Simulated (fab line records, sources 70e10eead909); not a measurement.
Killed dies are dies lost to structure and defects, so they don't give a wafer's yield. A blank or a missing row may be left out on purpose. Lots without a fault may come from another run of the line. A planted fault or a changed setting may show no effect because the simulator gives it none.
fab line records | flow nand_harc
record lots=12 wafers=35 last_day=24
route steps=1159 shown A_STAIRCASE@533 END@1159
lots that met no fault: from a run of the same line without faults
start_h: hours from the record's first day to the start of the lot's first wafer shown | wait_h: hours since the lot's step before | " the same as in the row above | L1.1+2: a row that stands for several wafers | - no value, or no start given | * or withheld: withheld | < > ~ a bound
route shown NAME@n: a module of which the file shows steps, and the number in the route of the first | usual: mean/standard deviation of fault-free wafers | same: alike in all rows | chamber/n: place in a boat | sites: the reading at each site | _std_site: their standard deviation | _edge_site: outer sites' mean less inner sites' | radius_mm: how far each site lies from the wafer's centre | mask NAME#n: copy n | behind: the tool/chamber that last shaped the wafer | hold: why the lot was held/for how many hours/how that ended | device: the transistor (n, p or np) that didn't switch | end of line: the same wafers' tests at the end of the route | a step without rows: its recipe alone | killed: dies lost to structure and defects at the first sort, not the wafer's yield | map: a wafer's dies, x killed, . not, _ none there
set.NAME: the setting as run; set.NAME@STEP: as run at that earlier step | model.NAME: the simulator's own value behind a step, which no gauge read
steps of the route over a sample of lots; a table a step, a row a wafer
services: from which hour (start_h, from the record's first day; less than 0 if before it) a tool's chamber was out of use, for how many hours, and why
## steps
# step NHARC_A_STAIRCASE_STRIP_171
# recipe power_w=1500 temp_c=250 chemistry=O2
# usual drypump_motor_current_A=5.57/0.18 heater_power_w=328/28 rf_refl_power_W=19/9
# columns lot.wafer tool chamber start_h wait_h drypump_motor_current_A heater_power_w rf_hours_counter_h rf_refl_power_W
L442.3 plasma_asher-02 0 230.58 - 5.26 328 - -
L442.4 " 1 " " 5.76 346 - -
L442.6 " 0 " " 5.30 332 - -
L443.3 plasma_asher-01 1 248.27 - 5.66 274 - 38
L443.6 " 0 " " 5.62 360 - 16
L443.5 " 1 " " 5.63 282 - 38
L446.1 plasma_asher-01 1 265.33 - 5.67 281 54 -
L446.5 " 1 " " 5.66 273 - -
L446.6 " 0 " " 5.61 358 - -
L447.2 plasma_asher-02 1 270.09 - 5.75 341 26 14
L447.4 " 0 " " 5.29 346 - 14
L447.3 " 1 " " 5.74 339 - 14
L448.1 plasma_asher-02 0 280.87 - 5.30 331 30 14
L448.5 " 0 " " 5.31 326 - 14
L448.6 " 1 " " 5.74 338 - 14
L449.1 plasma_asher-02 0 281.43 - 5.30 334 30 14
L449.4 " 1 " " 5.76 343 - 15
L449.5 " 1 " " 5.75 338 - 14
L451.2 plasma_asher-02 1 290.68 - 5.75 347 35 13
L451.3 " 1 " " 5.74 340 - 14
L457.1 plasma_asher-01 0 331.90 - 5.60 346 16 17
L457.3 " 1 " " 5.66 281 - 38
L457.5 " 0 " " 5.61 346 - 16
L463.1 plasma_asher-02 1 358.57 - 5.77 346 58 15
L463.4 " 1 " " 5.73 334 - 14
L463.6 " 0 " " 5.29 333 - 15
L461.2 plasma_asher-01 1 358.74 - 5.67 280 25 38
L461.1 " 0 " " 5.62 344 25 17
L461.5 " 0 " " 5.62 345 - 18
L462.3 plasma_asher-01 1 362.70 - 5.62 278 - -
L462.5 " 1 " " 5.64 280 - -
L462.6 " 0 " " 5.62 348 - -
L464.4 plasma_asher-02 0 382.30 - 5.30 348 - -
L464.3 " 1 " " 5.74 349 - -
L464.5 " 1 " " 5.77 346 - -
# step NHARC_A_STAIRCASE_DESCUM_11
# recipe time_s=3 o2_flow_sccm=200 ar_flow_sccm=0 bias_power_w=0 chemistry=O2
# usual drypump_motor_current_A=5.6/0.31 o2_flow_sccm=199.9/0.54 oes_product_au=0.996/0.01 rf_vpp_V=57.7/0.87 showerhead_plenum_p_Torr=1.89/0.073 throttle_valve_pct=11.312/0.01
# columns lot.wafer tool chamber start_h wait_h drypump_motor_current_A o2_flow_sccm oes_product_au rf_hours_counter_h rf_vpp_V showerhead_plenum_p_Torr throttle_valve_pct
L442.4 rie_diel-01 3 232.01 - 5.0 200.1 0.977 26 57.2 1.99 11.312
L442.3 " 1 " " 5.6 198.8 0.994 28 58.0 2.07 11.313
L442.6 " 3 " " 5.0 199.3 0.979 - 57.5 1.99 11.308
L443.3 rie_diel-08 3 249.66 - 5.8 200.3 0.995 46 57.2 1.80 11.298
L443.6 " 2 " " 5.6 199.6 1.033 - 58.5 1.98 11.313
L443.5 " 3 " " 5.8 200.9 0.986 - 58.6 1.80 11.308
L446.1 rie_diel-09 2 266.74 - 5.6 199.5 0.987 0 57.0 1.83 11.323
L446.6 " 1 " " 5.6 199.8 0.994 - 58.2 1.92 11.321
L446.5 " 2 " " 5.6 198.5 0.996 - 57.7 1.83 11.305
L447.4 rie_diel-09 0 271.55 - 4.9 200.3 1.000 2 57.7 1.87 11.307
L447.2 " 2 " " 5.6 199.5 0.995 2 56.0 1.83 11.319
L447.3 " 3 " " 6.0 199.6 0.986 2 59.2 1.97 11.318
L448.1 rie_diel-08 1 282.40 - 5.4 200.5 1.004 59 57.9 1.89 11.304
L448.6 " 0 " " 5.8 199.7 0.965 - 58.6 1.81 11.309
L448.5 " 1 " " 5.4 199.9 0.985 - 56.9 1.89 11.318
L449.1 rie_diel-09 0 282.83 - 4.9 200.1 0.999 6 57.0 1.87 11.321
L449.4 " 0 " " 5.0 198.9 0.988 - 58.5 1.87 11.329
L449.5 " 1 " " 5.6 200.3 0.991 - 57.9 1.92 11.314
L451.3 rie_diel-09 0 292.24 - 4.9 200.4 1.000 11 55.5 1.87 11.302
L451.2 " 3 " " 6.0 200.3 0.989 12 57.6 1.97 11.322
L457.3 rie_diel-08 3 333.48 - 5.8 199.9 0.988 9 56.4 1.79 11.310
L457.1 " 0 " " 5.8 200.3 0.981 10 57.3 1.80 11.318
L457.5 " 3 " " 5.8 199.9 0.993 - 56.9 1.79 11.310
L463.4 rie_diel-01 1 359.97 - 5.6 198.6 1.003 13 59.2 2.05 11.319
L463.1 " 2 " " 5.7 199.7 1.008 14 56.8 1.95 11.319
L463.6 " 0 " " 5.5 199.7 0.999 - 58.5 1.91 11.312
L461.2 rie_diel-08 0 360.25 - 5.8 200.7 0.986 19 58.9 1.80 11.309
L461.1 " 2 " " 5.6 199.9 0.988 19 58.9 1.97 11.297
L461.5 " 1 " " 5.4 200.0 0.993 - 58.1 1.88 11.317
L462.3 rie_diel-08 2 364.00 - 5.6 200.0 0.990 20 57.3 1.97 11.337
L462.6 " 1 " " 5.4 199.7 0.990 - 57.0 1.88 11.301
L462.5 " 2 " " 5.6 200.9 0.999 - 58.5 1.97 11.301
L464.3 rie_diel-08 3 383.61 - 5.8 200.1 0.980 31 56.5 1.78 11.319
L464.4 " 0 " " 5.8 199.1 0.990 31 56.7 1.80 11.319
L464.5 " 3 " " 5.8 200.3 0.991 - 57.2 1.78 11.326
# step NHARC_A_STAIRCASE_ETCH_23
# recipe target_depth_a=1000 time_s=40.5 ion_energy_ev=400 c4f8_flow_sccm=20 o2_flow_sccm=10 ar_flow_sccm=withheld rf_w=600 bias_w=1000 chemistry=C4F8/O2
# usual oes_product_au=0.936/0.013 rf_vpp_V=894/5 run_length_s=61.6/0.49
# columns lot.wafer tool chamber start_h wait_h oes_product_au rf_hours_counter_h rf_vpp_V run_length_s
L442.3 rie_diel-01 1 235.14 - 0.926 31 905 61.2
L442.4 " 2 " " 0.941 34 899 61.3
L442.6 " 0 " " 0.931 - 895 62.9
L443.3 rie_diel-08 3 251.19 - 0.934 46 889 61.3
L443.5 " 3 " " 0.942 - 890 61.6
L443.6 " 0 " " 0.930 - 888 61.8
L446.1 rie_diel-09 1 268.38 - 0.934 1 897 61.4
L446.6 " 2 " " 0.946 - 891 62.0
L446.5 " 3 " " 0.923 - 898 61.1
L447.2 rie_diel-08 2 274.83 - 0.943 54 900 62.2
L447.4 " 0 " " 0.918 48 890 61.2
L447.3 " 1 " " 0.934 55 895 61.5
L448.1 rie_diel-08 0 284.16 - 0.933 53 890 61.8
L448.5 " 0 " " 0.938 - 890 41.5
L448.6 " 1 " " 0.941 - 896 62.2
L449.1 rie_diel-08 3 285.57 - 0.942 60 887 61.9
L449.4 " 0 " " 0.922 - 889 60.9
L449.5 " 3 " " 0.937 - 888 41.6
L451.2 rie_diel-08 0 294.15 - 0.920 58 889 41.4
L451.3 " 1 " " 0.941 65 896 61.7
L457.3 rie_diel-09 0 337.15 - 0.945 30 892 61.6
L457.1 " 1 " " 0.930 30 898 61.3
L457.5 " 3 " " 0.926 - 901 60.8
L463.1 rie_diel-08 1 361.62 - 0.930 20 894 61.5
L463.4 " 2 " " 0.925 20 900 62.3
L463.6 " 0 " " 0.933 - 889 61.1
L461.1 rie_diel-08 3 362.40 - 0.934 20 887 61.8
L461.2 " 0 " " 0.922 21 888 61.0
L461.5 " 3 " " 0.931 - 887 61.7
L462.3 rie_diel-08 3 365.66 - 0.944 21 887 61.1
L462.6 " 2 " " 0.957 - 900 62.3
L462.5 " 3 " " 0.943 - 887 61.4
L464.4 rie_diel-08 0 385.99 - 0.932 32 890 60.9
L464.3 " 1 " " 0.929 31 894 61.4
L464.5 " 0 " " 0.934 - 888 61.0
# step NHARC_A_STAIRCASE_ETCH_25
# recipe target_depth_a=1000 time_s=40.5 ion_energy_ev=400 c4f8_flow_sccm=20 o2_flow_sccm=10 ar_flow_sccm=withheld rf_w=600 bias_w=1000 chemistry=C4F8/O2
# usual oes_product_au=0.936/0.013 rf_vpp_V=894/5.1 run_length_s=61.6/0.5
# columns lot.wafer tool chamber start_h wait_h oes_product_au rf_hours_counter_h rf_vpp_V run_length_s
L442.3 rie_diel-01 1 - - 0.931 31 905 61.3
L442.4 " 3 " " 0.926 28 899 61.9
L442.6 " 1 " " 0.935 - 905 61.0
L443.3 rie_diel-08 1 - - 0.935 47 896 61.9
L443.5 " 2 " " 0.957 - 901 62.4
L443.6 " 3 " " 0.940 - 887 61.2
L446.1 rie_diel-09 2 - - 0.966 1 890 62.4
L446.5 " 0 " " 0.952 - 894 61.5
L446.6 " 1 " " 0.947 - 897 61.6
L447.3 rie_diel-08 1 - - 0.956 56 894 61.6
L447.4 " 2 " " 0.973 54 898 62.1
L447.2 " 0 " " 0.921 49 889 61.3
L448.1 rie_diel-08 0 - - 0.918 53 889 61.3
L448.6 " 1 " " 0.938 - 896 61.8
L448.5 " 3 " " 0.922 - 888 61.4
L449.1 rie_diel-08 1 - - 0.944 61 895 62.1
L449.4 " 1 " " 0.943 - 893 61.6
L449.5 " 3 " " 0.933 - 889 61.4
L451.2 rie_diel-08 0 - - 0.926 59 889 61.0
L451.3 " 1 " " 0.931 65 895 61.6
L457.3 rie_diel-09 3 - - 0.930 31 898 61.2
L457.1 " 1 " " 0.938 30 896 61.2
L457.5 " 0 " " 0.935 - 892 61.9
L463.1 rie_diel-08 2 - - 0.941 20 899 62.4
L463.4 " 3 " " 0.949 19 887 62.0
L463.6 " 1 " " 0.946 - 895 61.7
L461.2 rie_diel-08 0 - - 0.914 21 890 61.2
L461.1 " 1 " " 0.932 21 893 62.1
L461.5 " 2 " " 0.941 - 898 62.7
L462.3 rie_diel-08 0 - - 0.923 22 891 61.7
L462.6 " 1 " " 0.935 - 894 61.5
L462.5 " 2 " " 0.929 - 899 62.1
L464.3 rie_diel-08 1 - - 0.933 31 895 61.6
L464.4 " 3 " " 0.936 32 888 61.3
L464.5 " 0 " " 0.925 - 889 61.3
# step NHARC_END_SORT_01
# recipe temp_c=25
# usual killed_at_array=29/13 killed_at_other=0.7/1 killed_at_periphery=3.2/2.3 killed_dies=33/13 killed_open=3.3/1.7 killed_short=2.0/1.5
# same gross_dies=677
# columns lot.wafer tool chamber start_h wait_h killed_at_array killed_at_other killed_at_periphery killed_dies killed_open killed_short
L449.1 prober-01 0 487.17 2.5 36 0 4 40 8 2
L449.4 prober-01 0 489.55 3.4 39 3 5 47 4 1
L449.5 prober-01 0 490.34 3.7 665 3 9 677 7 2
L448.1 prober-02 0 494.90 2.5 17 1 2 20 3 1
L448.5 prober-02 0 498.08 3.7 672 0 5 677 4 1
L448.6 prober-02 0 498.87 4.0 12 0 6 18 3 3
L451.2 prober-01 0 506.48 2.8 667 2 8 677 3 3
L451.3 prober-01 0 507.29 3.1 21 1 5 27 1 2
# killed by level:class
L449.1 A_CHANNEL_HOLE_D1:chamber_film_flake=13 A_SLIT:chamber_film_flake=8 A_CHANNEL_FILL_D1:geometric_particle:open=3 A_STAIRCASE:chamber_film_flake=3 P_ZERO_WELL:chamber_film_flake=2 A_CONTACT:chamber_film_flake=2 P_CONTACT:geometric_particle:short=1 P_CONTACT:geometric_particle:open=1
L449.4 A_CHANNEL_HOLE_D1:chamber_film_flake=11 A_SLIT:chamber_film_flake=11 A_STAIRCASE:chamber_film_flake=8 P_ZERO_WELL:chamber_film_flake=5 HYBRID_BOND:chamber_film_flake=3 A_CONTACT:chamber_film_flake=3 A_CONTACT:geometric_particle:open=2 A_CHANNEL_HOLE_D1:geometric_particle:open=1
L449.5 A_STAIRCASE:area_etch=620 A_CHANNEL_HOLE_D1:chamber_film_flake=14 A_SLIT:chamber_film_flake=11 A_STAIRCASE:chamber_film_flake=6 A_CONTACT:chamber_film_flake=5 A_ZERO_WELL:chamber_film_flake=4 HYBRID_BOND:chamber_film_flake=3 P_CONTACT:geometric_particle:open=2
L448.1 A_CONTACT:chamber_film_flake=6 A_CHANNEL_HOLE_D1:chamber_film_flake=4 A_ONON_D1:geometric_particle:open=2 A_STAIRCASE:chamber_film_flake=2 A_CHANNEL_FILL_D1:geometric_particle:short=1 A_CONTACT:geometric_particle:open=1 P_STI:chamber_film_flake=1 P_GATE:chamber_film_flake=1
L448.5 A_STAIRCASE:area_etch=659 A_STAIRCASE:chamber_film_flake=6 A_CHANNEL_HOLE_D1:chamber_film_flake=3 P_GATE:geometric_particle:open=1 P_CONTACT:geometric_particle:open=1 P_M0:geometric_particle:open=1 A_ONON_D1:geometric_particle:short=1 A_CHANNEL_FILL_D1:geometric_particle:open=1
L448.6 A_CONTACT:chamber_film_flake=4 P_GATE:chamber_film_flake=3 A_CHANNEL_HOLE_D1:chamber_film_flake=3 A_CONTACT:geometric_particle:open=2 A_STAIRCASE:chamber_film_flake=2 P_CONTACT:geometric_particle:short=1 P_CONTACT:geometric_particle:open=1 P_M0:geometric_particle:short=1
L451.2 A_STAIRCASE:area_etch=637 A_STAIRCASE:chamber_film_flake=7 A_CHANNEL_HOLE_D1:chamber_film_flake=4 A_WL_FILL:chamber_film_flake=4 A_BLC:chamber_film_flake=4 P_ZERO_WELL:chamber_film_flake=3 P_CONTACT:chamber_film_flake=3 A_BONDPAD:chamber_film_flake=3
L451.3 A_BONDPAD:chamber_film_flake=7 A_CHANNEL_HOLE_D1:chamber_film_flake=3 P_ZERO_WELL:chamber_film_flake=3 A_STAIRCASE:chamber_film_flake=3 A_BLC:chamber_film_flake=3 P_M1:chamber_film_flake=2 A_SOURCE_PLATE:geometric_particle:short=1 A_CONTACT:geometric_particle:short=1
## services
# columns tool chamber start_h hours kind
rie_diel-08 0 207.50 - clean
rie_diel-08 1 207.50 - clean
rie_diel-08 2 207.50 - clean
rie_diel-08 3 207.50 - clean
rie_diel-01 3 208.12 5.9 repair
rie_diel-08 0 232.05 - clean
rie_diel-08 1 232.05 - clean
rie_diel-08 2 232.05 - clean
rie_diel-08 3 232.05 - clean
rie_diel-09 - 245.02 0.4 repair
rie_diel-09 - 254.44 9.0 pm
rie_diel-08 0 256.55 - clean
rie_diel-08 1 256.55 - clean
rie_diel-08 2 256.55 - clean
rie_diel-08 3 256.55 - clean
plasma_asher-01 - 276.00 9.0 pm
rie_diel-09 2 278.74 10.0 repair
rie_diel-09 2 295.60 8.1 repair
rie_diel-08 - 301.88 9.0 pm
rie_diel-01 2 306.60 9.9 repair
rie_diel-01 - 314.80 9.0 pm
rie_diel-01 3 331.80 21.5 repair
plasma_asher-02 - 360.06 9.0 pm
plasma_asher-01 - 382.90 0.4 repair
## key
first_sign step=NHARC_A_STAIRCASE_ETCH_23 reading=run_length_s direction=down sigmas=41 usual=* struck=*
effect step=NHARC_END_SORT_01 reading=killed_dies direction=up sigmas=50 usual=33 struck=677
more_kills_born_at NHARC_A_STAIRCASE_ETCH_23@rie_diel-08=1916
met_at NHARC_A_STAIRCASE_ETCH_23
struck_lots L448,L449,L451
struck_wafers L448.5,L449.5,L451.2
later_rows_left_out L448.5,L449.5,L451.2
tester_left_out L448,L449,L451
not_acting_at NHARC_A_STAIRCASE_STRIP_171,NHARC_A_STAIRCASE_DESCUM_11,NHARC_A_STAIRCASE_ETCH_25
onset_between 274.83 284.16
fault kind=process_parameter_drift tool=rie_diel-08 chamber=- onset_h=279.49 steps=NHARC_A_STAIRCASE_ETCH_23 channel=time_s offset=* shape=step end_h=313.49 scope=struck_wafers_only acts_in=* stated=*
# tester_left_out: of these lots the tester's yield and bins aren't shown, on N5 and GAA mostly nor the transistor test; their killed dies are dies lost to structure and defects alone, not to doping, threshold or leakage, so they don't give the yield
# later_rows_left_out: the simulator's readings of these wafers behind a module that went badly wrong aren't trusted and aren't shown, but for the sort
